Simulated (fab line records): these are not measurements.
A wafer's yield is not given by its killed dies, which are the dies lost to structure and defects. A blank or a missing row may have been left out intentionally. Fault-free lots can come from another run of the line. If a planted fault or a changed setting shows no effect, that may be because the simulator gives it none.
Matching of chambers || flow n5Finfet || 4 sister chambers for N5_ILD0_ALD_15 on aldSin-02
The step deposits SiNx, target thk 24 nm, pulse time 1 s, ald cycles 480. 24 wafers are shown with their chamber, then 12 later ones without.

## EACH WAFER AND ITS CHAMBER
{"wafer": "L075.1", "chamber": 0, "heaterPowerW (W)": 927, "precursorPulseHeightRel": 1.011}
{"wafer": "L075.3", "chamber": 2, "heaterPowerW (W)": 768, "precursorPulseHeightRel": 0.978}
{"wafer": "L075.5", "chamber": 0, "heaterPowerW (W)": 989, "precursorPulseHeightRel": 1.031}
{"wafer": "L077.1", "chamber": 1, "heaterPowerW (W)": 1115, "precursorPulseHeightRel": 0.977}
{"wafer": "L077.3", "chamber": 2, "heaterPowerW (W)": 786, "precursorPulseHeightRel": 0.970}
{"wafer": "L077.6", "chamber": 3, "heaterPowerW (W)": 834, "precursorPulseHeightRel": 1.005}
{"wafer": "L078.1", "chamber": 3, "heaterPowerW (W)": 840, "precursorPulseHeightRel": 0.992}
{"wafer": "L078.3", "chamber": 2, "heaterPowerW (W)": 779, "precursorPulseHeightRel": 1.025}
{"wafer": "L078.6", "chamber": 3, "heaterPowerW (W)": 840, "precursorPulseHeightRel": 1.001}
{"wafer": "L080.1", "chamber": 3, "heaterPowerW (W)": 836, "precursorPulseHeightRel": 0.998}
{"wafer": "L080.3", "chamber": 1, "heaterPowerW (W)": 1143, "precursorPulseHeightRel": 1.047}
{"wafer": "L080.5", "chamber": 2, "heaterPowerW (W)": 780, "precursorPulseHeightRel": 1.037}
{"wafer": "L081.2", "chamber": 0, "heaterPowerW (W)": 988, "precursorPulseHeightRel": 1.026}
{"wafer": "L081.3", "chamber": 2, "heaterPowerW (W)": 782, "precursorPulseHeightRel": 1.007}
{"wafer": "L081.5", "chamber": 2, "heaterPowerW (W)": 794, "precursorPulseHeightRel": 0.968}
{"wafer": "L082.1", "chamber": 1, "heaterPowerW (W)": 1118, "precursorPulseHeightRel": 1.039}
{"wafer": "L082.2", "chamber": 2, "heaterPowerW (W)": 799, "precursorPulseHeightRel": 0.983}
{"wafer": "L082.3", "chamber": 2, "heaterPowerW (W)": 791, "precursorPulseHeightRel": 1.017}
{"wafer": "L085.3", "chamber": 1, "heaterPowerW (W)": 1112, "precursorPulseHeightRel": 1.002}
{"wafer": "L085.4", "chamber": 2, "heaterPowerW (W)": 775, "precursorPulseHeightRel": 1.023}
{"wafer": "L085.6", "chamber": 1, "heaterPowerW (W)": 1106, "precursorPulseHeightRel": 0.981}
{"wafer": "L089.4", "chamber": 0, "heaterPowerW (W)": 953, "precursorPulseHeightRel": 0.976}
{"wafer": "L089.5", "chamber": 0, "heaterPowerW (W)": 947, "precursorPulseHeightRel": 1.023}
{"wafer": "L089.6", "chamber": 3, "heaterPowerW (W)": 833, "precursorPulseHeightRel": 0.971}

SIGNATURES, as means of the wafers listed above
{"reading": "heaterPowerW", "chamber 0": 960.80, "chamber 1": 1118.80, "chamber 2": 783.78, "chamber 3": 836.60, "scatter within a chamber": 15.1}
{"reading": "precursorPulseHeightRel", "chamber 0": 1.01340, "chamber 1": 1.00920, "chamber 2": 1.00089, "chamber 3": 0.99340, "scatter within a chamber": 0.0249}
Rule: a wafer's distance from a chamber is the root of the sum, over the readings, of the square of ((its reading less the chamber's mean) divided by the reading's scatter). If the next closest chamber is less than 2 further off than the closest, the wafer can't be placed; otherwise it belongs to the closest. How the scatter is found: for the shown wafers, subtract from each reading the mean of its chamber, square and add these, divide the total by (wafers less chambers), then take the root.

## WAFERS MISSING THEIR CHAMBER
{"wafer": "L090.1", "heaterPowerW (W)": 778, "precursorPulseHeightRel": 1.004}
{"wafer": "L090.2", "heaterPowerW (W)": 846, "precursorPulseHeightRel": 0.983}
{"wafer": "L090.5", "heaterPowerW (W)": 1164, "precursorPulseHeightRel": 0.990}
{"wafer": "L094.1", "heaterPowerW (W)": 1165, "precursorPulseHeightRel": 1.004}
{"wafer": "L094.4", "heaterPowerW (W)": 856, "precursorPulseHeightRel": 0.986}
{"wafer": "L094.6", "heaterPowerW (W)": 954, "precursorPulseHeightRel": 0.991}
{"wafer": "L095.1", "heaterPowerW (W)": 1163, "precursorPulseHeightRel": 1.001}
{"wafer": "L095.3", "heaterPowerW (W)": 791, "precursorPulseHeightRel": 1.003}
{"wafer": "L095.4", "heaterPowerW (W)": 829, "precursorPulseHeightRel": 1.019}
{"wafer": "L096.1", "heaterPowerW (W)": 1138, "precursorPulseHeightRel": 0.974}
{"wafer": "L096.3", "heaterPowerW (W)": 853, "precursorPulseHeightRel": 1.020}
{"wafer": "L096.4", "heaterPowerW (W)": 972, "precursorPulseHeightRel": 1.015}

## CHAMBER TAKEN BY EACH
{"wafer": "L090.1", "from the rows above": 2, "in truth": 2}
{"wafer": "L090.2", "from the rows above": 3, "in truth": 3}
{"wafer": "L090.5", "from the rows above": 1, "in truth": 1}
{"wafer": "L094.1", "from the rows above": 1, "in truth": 1}
{"wafer": "L094.4", "from the rows above": 3, "in truth": 3}
{"wafer": "L094.6", "from the rows above": 0, "in truth": 0}
{"wafer": "L095.1", "from the rows above": 1, "in truth": 1}
{"wafer": "L095.3", "from the rows above": 2, "in truth": 2}
{"wafer": "L095.4", "from the rows above": "can't be placed: 3 or 2", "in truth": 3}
{"wafer": "L096.1", "from the rows above": 1, "in truth": 1}
{"wafer": "L096.3", "from the rows above": 3, "in truth": 3}
{"wafer": "L096.4", "from the rows above": 0, "in truth": 0}
11 of 12 placed correctly. Can't be placed from these rows: 1 (the true chamber is among the candidates in 1). Wrongly placed: 0.
